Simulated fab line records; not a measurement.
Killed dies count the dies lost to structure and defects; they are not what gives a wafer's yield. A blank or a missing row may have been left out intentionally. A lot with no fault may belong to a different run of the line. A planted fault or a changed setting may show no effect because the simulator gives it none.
Lot-split experiment || flow n5_finfet || route with 1938 steps; 7 lots, 21 wafers read

## THE SPLIT ITSELF
At N5_BEOL_M15_SPUTTER_44 (material Ta, target thk 15 nm, time 24.19 s), the setting power_w was moved away from the recipe's 15000 W on 9 of the 21 wafers read, by +8.9% to +17.5%. For the rest of the wafers, this setting stayed at what the recipe calls for.

Reading taken at the split's own step.

## THE READING
Ta_of_BEOL_M15_SPUTTER_44.thk_nm (the simulator's own value, which no gauge read), in nm, at N5_BEOL_M15_SPUTTER_44 (material Ta, target thk 15 nm, time 24.19 s). No usual value for it is given in the file. Average 15.1 nm, standard deviation 0.22 nm, over the 12 wafers here run with the recipe.

{"wafer": "L077.2", "tool, chamber at the split": "pvd_sputter-03, -", "power_w as run, W": 15000, "against the recipe": "recipe", "Ta_of_BEOL_M15_SPUTTER_44.thk_nm, nm": 15.4, "against lot-mates on the recipe": "-"}
{"wafer": "L077.4", "tool, chamber at the split": "pvd_sputter-03, -", "power_w as run, W": 15000, "against the recipe": "recipe", "Ta_of_BEOL_M15_SPUTTER_44.thk_nm, nm": 15.2, "against lot-mates on the recipe": "-"}
{"wafer": "L077.5", "tool, chamber at the split": "pvd_sputter-03, -", "power_w as run, W": 15000, "against the recipe": "recipe", "Ta_of_BEOL_M15_SPUTTER_44.thk_nm, nm": 15.2, "against lot-mates on the recipe": "-"}
{"wafer": "L076.1", "tool, chamber at the split": "pvd_sputter-02, -", "power_w as run, W": 15000, "against the recipe": "recipe", "Ta_of_BEOL_M15_SPUTTER_44.thk_nm, nm": 15.2, "against lot-mates on the recipe": "-"}
{"wafer": "L076.2", "tool, chamber at the split": "pvd_sputter-02, -", "power_w as run, W": 17470, "against the recipe": "+16.5%", "Ta_of_BEOL_M15_SPUTTER_44.thk_nm, nm": 17.4, "against lot-mates on the recipe": "+2.2"}
{"wafer": "L076.6", "tool, chamber at the split": "pvd_sputter-02, -", "power_w as run, W": 17470, "against the recipe": "+16.5%", "Ta_of_BEOL_M15_SPUTTER_44.thk_nm, nm": 17.8, "against lot-mates on the recipe": "+2.6"}
{"wafer": "L081.4", "tool, chamber at the split": "pvd_sputter-02, -", "power_w as run, W": 15000, "against the recipe": "recipe", "Ta_of_BEOL_M15_SPUTTER_44.thk_nm, nm": 15.2, "against lot-mates on the recipe": "-"}
{"wafer": "L081.5", "tool, chamber at the split": "pvd_sputter-02, -", "power_w as run, W": 16900, "against the recipe": "+12.7%", "Ta_of_BEOL_M15_SPUTTER_44.thk_nm, nm": 16.8, "against lot-mates on the recipe": "+1.6"}
{"wafer": "L081.6", "tool, chamber at the split": "pvd_sputter-02, -", "power_w as run, W": 16900, "against the recipe": "+12.7%", "Ta_of_BEOL_M15_SPUTTER_44.thk_nm, nm": 16.6, "against lot-mates on the recipe": "+1.4"}
{"wafer": "L080.2", "tool, chamber at the split": "pvd_sputter-01, -", "power_w as run, W": 15000, "against the recipe": "recipe", "Ta_of_BEOL_M15_SPUTTER_44.thk_nm, nm": 15.4, "against lot-mates on the recipe": "-"}
{"wafer": "L080.5", "tool, chamber at the split": "pvd_sputter-01, -", "power_w as run, W": 15000, "against the recipe": "recipe", "Ta_of_BEOL_M15_SPUTTER_44.thk_nm, nm": 15.2, "against lot-mates on the recipe": "-"}
{"wafer": "L080.6", "tool, chamber at the split": "pvd_sputter-01, -", "power_w as run, W": 17520, "against the recipe": "+16.8%", "Ta_of_BEOL_M15_SPUTTER_44.thk_nm, nm": 17.6, "against lot-mates on the recipe": "+2.3"}
{"wafer": "L084.1", "tool, chamber at the split": "pvd_sputter-02, -", "power_w as run, W": 17630, "against the recipe": "+17.5%", "Ta_of_BEOL_M15_SPUTTER_44.thk_nm, nm": 17.6, "against lot-mates on the recipe": "+2.8"}
{"wafer": "L084.4", "tool, chamber at the split": "pvd_sputter-02, -", "power_w as run, W": 15000, "against the recipe": "recipe", "Ta_of_BEOL_M15_SPUTTER_44.thk_nm, nm": 14.8, "against lot-mates on the recipe": "-"}
{"wafer": "L084.5", "tool, chamber at the split": "pvd_sputter-02, -", "power_w as run, W": 17630, "against the recipe": "+17.5%", "Ta_of_BEOL_M15_SPUTTER_44.thk_nm, nm": 17.4, "against lot-mates on the recipe": "+2.6"}
{"wafer": "L085.2", "tool, chamber at the split": "pvd_sputter-03, -", "power_w as run, W": 15000, "against the recipe": "recipe", "Ta_of_BEOL_M15_SPUTTER_44.thk_nm, nm": 15.2, "against lot-mates on the recipe": "-"}
{"wafer": "L085.5", "tool, chamber at the split": "pvd_sputter-03, -", "power_w as run, W": 15000, "against the recipe": "recipe", "Ta_of_BEOL_M15_SPUTTER_44.thk_nm, nm": 15.2, "against lot-mates on the recipe": "-"}
{"wafer": "L085.3", "tool, chamber at the split": "pvd_sputter-03, -", "power_w as run, W": 17210, "against the recipe": "+14.7%", "Ta_of_BEOL_M15_SPUTTER_44.thk_nm, nm": 17.2, "against lot-mates on the recipe": "+2.0"}
{"wafer": "L095.1", "tool, chamber at the split": "pvd_sputter-03, -", "power_w as run, W": 15000, "against the recipe": "recipe", "Ta_of_BEOL_M15_SPUTTER_44.thk_nm, nm": 14.6, "against lot-mates on the recipe": "-"}
{"wafer": "L095.2", "tool, chamber at the split": "pvd_sputter-03, -", "power_w as run, W": 15000, "against the recipe": "recipe", "Ta_of_BEOL_M15_SPUTTER_44.thk_nm, nm": 15, "against lot-mates on the recipe": "-"}
{"wafer": "L095.5", "tool, chamber at the split": "pvd_sputter-03, -", "power_w as run, W": 16340, "against the recipe": "+8.9%", "Ta_of_BEOL_M15_SPUTTER_44.thk_nm, nm": 16.6, "against lot-mates on the recipe": "+1.8"}

FIT RESULTS
A straight line over all 21 wafers: Ta_of_BEOL_M15_SPUTTER_44.thk_nm changes by +0.14 nm for each +1% of power_w; r = +0.98; the points scatter about the line by 0.22 nm.
The same after taking each lot's own level away (the mean of its wafers on the recipe; 21 wafers): +0.144 nm for each +1%; r = +0.98; scatter 0.21 nm.
On that fit, the largest move of power_w shifts the reading by 2.5 nm.
From 14.80 to 15.30 nm: that is the span of the lots' own levels, equal to 2.3 times the standard deviation above.
Consequently the slope shifts little with the lot-to-lot level, the two slopes agreeing.
Check: +2.47 nm against its lot-mates is what the line predicts for one of the wafers moved furthest among these (+17.5%) when that wafer is left out of the fit. It came out at +2.8 nm against them.

## OTHER SPLITS APPLIED TO THESE WAFERS
Other splits were also applied to these wafers ahead of the reading. Each is held against what the fit with the lots' levels taken away leaves over:
{"other split on the same wafers": "N5_BEOL_M15_DEVELOP_27 develop_time_s", "wafers away from the commonest value": 6, "r with Ta_of_BEOL_M15_SPUTTER_44.thk_nm (lot level and that fit taken away)": "+0.13"}

## THE FILE'S OWN FIT
Ta_of_BEOL_M15_SPUTTER_44.thk_nm changes by +0.144 nm for each +1% of power_w, r = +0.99.
